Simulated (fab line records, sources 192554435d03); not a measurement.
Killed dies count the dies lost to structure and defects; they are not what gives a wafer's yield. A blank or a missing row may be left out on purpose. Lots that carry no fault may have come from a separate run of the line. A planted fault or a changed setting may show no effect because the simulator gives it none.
2 desks, one fault | flow n5_finfet | only its own numbers are on each desk; what lay behind them is given at the end

== THE METROLOGY DESK ==
Lot by lot, what the gauges showed, no matter which tool ran the lot: averages of those sampled wafers that carry a number. The brackets show how far a lot's mean lies from the usual mean; more than 4 standard deviations puts the lot out of limits, marked OUT. Only the readings that lie furthest out on some lot appear, 7 of the 11 it has.
Columns: A = DIBL_N at N5_BEOL_M4_RC_MEAS_101, usual 36.6 mV/V; B = DIBL_P at N5_BEOL_M4_RC_MEAS_101, usual 36.5 mV/V; C = IOFF_P at N5_BEOL_M4_RC_MEAS_101, usual 0.22 nA/um; D = ION_N at N5_BEOL_M4_RC_MEAS_101, usual 674 uA/um; E = SS_P at N5_BEOL_M4_RC_MEAS_101, usual 73.4 mV/dec; F = VT_N at N5_BEOL_M4_RC_MEAS_101, usual 249 mV; G = VT_P at N5_BEOL_M4_RC_MEAS_101, usual -250 mV
lot  | first seen here | A    | B    | C    | D   | E    | F   | G
L206 | day 9 02:46     | 37.0 | 35.1 | 0.20 | 649 | 73.3 | 252 | -253
L205 | day 9 08:06     | 35.5 | 34.4 | 0.25 | 676 | 73.0 | 249 | -245
L209 | day 9 17:14     | 33.4 | 34.6 | 0.17 | 662 | 72.9 | 255 | -253
L207 | day 9 23:44     | 38.5 | 39.4 | 0.28 | 689 | 74.3 | 245 | -246
L211 | day 10 02:13    | 36.3 | 36.5 | 0.24 | 680 | 73.7 | 249 | -246
L218 | day 12 10:00    | 37.3 | 38.1 | 0.22 | 668 | 73.3 | 248 | -249
L221 | day 12 18:49    | 37.0 | 37.5 | 0.24 | 680 | 73.3 | 246 | -247
L223 | day 14 02:22    | 38.1 | 39.9 | 0.28 | 685 | 74.5 | 246 | -249
L224 | day 15 04:58    | 34.3 | 32.5 | 0.14 | 658 | 72.2 | 256 | -255
This desk found nothing out of limits on any of the 9 lots.

== AT THE TOOL OWNER'S DESK: pecvd-01 ==
The tool's own readings at N5_PASSIVATION_PECVD_35 (deposits SiNx from SiH4/NH3/N2, target thk 700 nm, time 151.3 s): means of the sampled wafers that have a number, for each lot that ran on this tool. The brackets show how far a lot's mean lies from the usual mean; more than 4 standard deviations puts the lot out of limits, marked OUT. Shown are 7 of the 8 readings it has, namely the first that went out of limits plus those furthest out on some lot.
Columns: A = heater_power_outer_w at N5_PASSIVATION_PECVD_35, usual 171 W; B = heater_power_w at N5_PASSIVATION_PECVD_35, usual 381 W; C = run_length_s at N5_PASSIVATION_PECVD_35, usual 195.6 s; D = showerhead_plenum_p_Torr at N5_PASSIVATION_PECVD_35, usual 8.71 Torr; E = showerhead_vpp_V at N5_PASSIVATION_PECVD_35, usual 2296 V; F = susceptor_temp_C at N5_PASSIVATION_PECVD_35, usual 400.01 C; G = throttle_valve_pct at N5_PASSIVATION_PECVD_35, usual 29.0 %
lot  | first seen here | A   | B   | C               | D    | E    | F      | G
L206 | day 13 09:10    | 205 | 451 | 195.9           | 8.62 | 2205 | 399.83 | 27.4
L205 | day 13 16:23    | 207 | 497 | 195.0           | 8.70 | 2231 | 400.11 | 27.8
L209 | day 14 00:02    | 139 | 344 | 195.7           | 8.63 | 2235 | 399.99 | 29.2
L211 | day 14 04:25    | 194 | 433 | 210.2 (+21) OUT | 8.65 | 2263 | 399.94 | 28.3
L223 | day 17 22:42    | 259 | 562 | 195.4           | 8.66 | 2210 | 400.20 | 27.1
This desk finds L211 out of limits, L211 being first, at day 14 04:25 (run_length_s at N5_PASSIVATION_PECVD_35). L206, L205, L209, L223 stayed within limits.

== TAKEN TOGETHER ==
On L211, at day 14 04:25, an alarm was possible from the tool owner's desk.
At the metrology desk, nothing out of limits was observed.
The metrology desk has L211 on record, within its limits.
Every lot named ran N5_PASSIVATION_PECVD_35 on pecvd-01.

== WHAT WAS PUT IN BY THE SIMULATOR ==
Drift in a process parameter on pecvd-01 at N5_PASSIVATION_PECVD_35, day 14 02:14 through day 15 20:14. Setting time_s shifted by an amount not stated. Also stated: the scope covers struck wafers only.
Struck lots among those shown: L211.
How many hours passed from the start of the fault until each desk's first out-of-limits reading: the tool owner's desk, 2.
